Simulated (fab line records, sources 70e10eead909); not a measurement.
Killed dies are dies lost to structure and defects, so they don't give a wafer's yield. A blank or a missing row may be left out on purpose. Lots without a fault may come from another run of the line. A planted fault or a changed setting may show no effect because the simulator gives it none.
Chamber matching | flow nand_harc | NHARC_A_SLIT_DEP_25 on pecvd-04: 3 sister chambers
The step deposits SiO2, target thk 200 nm. 6 wafers are shown with their chamber, then 12 later ones without.

WAFERS WITH THEIR CHAMBER
wafer  | chamber | throttle_valve_pct (%) | heater_power_w (W)
L083.5 | 2       | 15.0                   | 726
L087.3 | 1       | 15.6                   | 440
L087.6 | 1       | 15.9                   | 454
L089.2 | 0       | 16.2                   | 566
L089.4 | 2       | 15.3                   | 606
L089.5 | 0       | 16.5                   | 590

WAFERS WITHOUT THEIR CHAMBER
wafer  | throttle_valve_pct (%) | heater_power_w (W)
L090.1 | 16.0                   | 634
L090.4 | 15.4                   | 727
L090.6 | 15.2                   | 720
L091.1 | 15.1                   | 672
L091.3 | 16.3                   | 628
L091.6 | 16.0                   | 429
L095.2 | 16.3                   | 635
L095.3 | 16.0                   | 441
L095.5 | 15.8                   | 448
L096.1 | 15.9                   | 546
L096.2 | 16.5                   | 534
L096.4 | 15.3                   | 662

WHICH CHAMBER EACH WENT THROUGH
wafer  | from the rows above     | in truth
L090.1 | can't be placed: 0 or 1 | 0
L090.4 | 2                       | 2
L090.6 | 2                       | 2
L091.1 | 2                       | 2
L091.3 | 0                       | 0
L091.6 | 1                       | 1
L095.2 | 0                       | 0
L095.3 | 1                       | 1
L095.5 | 1                       | 1
L096.1 | can't be placed: 1 or 0 | 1
L096.2 | 0                       | 0
L096.4 | 2                       | 2
Placed correctly: 10 of 12. Can't be placed from these rows: 2 (the true chamber is among the candidates in 2). Placed wrongly: 0.
How it was worked out, from the rows above alone: a wafer's distance from a chamber is the root of the sum, over the readings, of the square of ((its reading less the chamber's mean) divided by the reading's scatter). The wafer belongs to the nearest chamber; if the next one is less than 2 further off, it can't be placed. A chamber's mean is the mean of its shown wafers. The scatter: the root of (the sum of the squares of (reading less its chamber's mean) over the shown wafers, divided by (wafers less chambers)).
